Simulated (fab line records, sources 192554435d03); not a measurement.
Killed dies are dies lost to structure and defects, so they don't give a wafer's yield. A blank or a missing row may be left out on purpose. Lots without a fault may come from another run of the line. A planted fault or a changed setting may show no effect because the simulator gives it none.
Which tool did it? | flow n5_finfet | 6 lots, 18 wafers sampled, at 2 steps of a route of 1938

WHAT THE GAUGES READ, wafer by wafer
N5_ZERO_LAYER_INSPECT_20: inspects for defects (darkfield).
lot  | measured    | on                | raw_defect_count
L528 | day 2 01:55 | defect_inspect-01 | 28 25 10
L531 | day 2 19:17 | defect_inspect-02 | 18 30 41
L538 | day 4 13:29 | defect_inspect-02 | 31 16 24
L542 | day 5 13:28 | defect_inspect-02 | 26 35 47
L544 | day 6 01:32 | defect_inspect-01 | 22 31 19
L548 | day 7 01:26 | defect_inspect-02 | 15 21 8

WHICH TOOL RAN EACH LOT (tool, then ch and the chambers of the sampled wafers, then the start)
lot  | N5_ZERO_LAYER_STRIP_24
L528 | plasma_asher-01 ch 0,1, day 2 01:33
L531 | plasma_asher-02 ch 0,1, day 2 18:57
L538 | plasma_asher-02 ch 0,1, day 4 13:07
L542 | plasma_asher-02 ch 0,1, day 5 13:07
L544 | plasma_asher-02 ch 0,1, day 6 01:11
L548 | plasma_asher-01 ch 0,1, day 7 01:04
- N5_ZERO_LAYER_STRIP_24: strips in O2.

THE ANSWER, worked out from the rows above alone
Rule: what is usual is taken from the lots themselves. Put in order of their means at a reading, lots are off if they are a third of the lots or fewer, leave a main group of 4 or more, and stand apart from it by a gap of 3 or more times the standard deviation of the main group's means; of several such gaps the widest counts. A main group whose means are all the same, to the digits that the tables above print for the reading, isn't used. A lot without any number at a reading at which 4 lots or more have one is off too. The other lots that the step has rows for count as sound.
No lot is off at any reading shown: from this, nothing can be told.

WHAT THE SIMULATOR HAD PUT IN
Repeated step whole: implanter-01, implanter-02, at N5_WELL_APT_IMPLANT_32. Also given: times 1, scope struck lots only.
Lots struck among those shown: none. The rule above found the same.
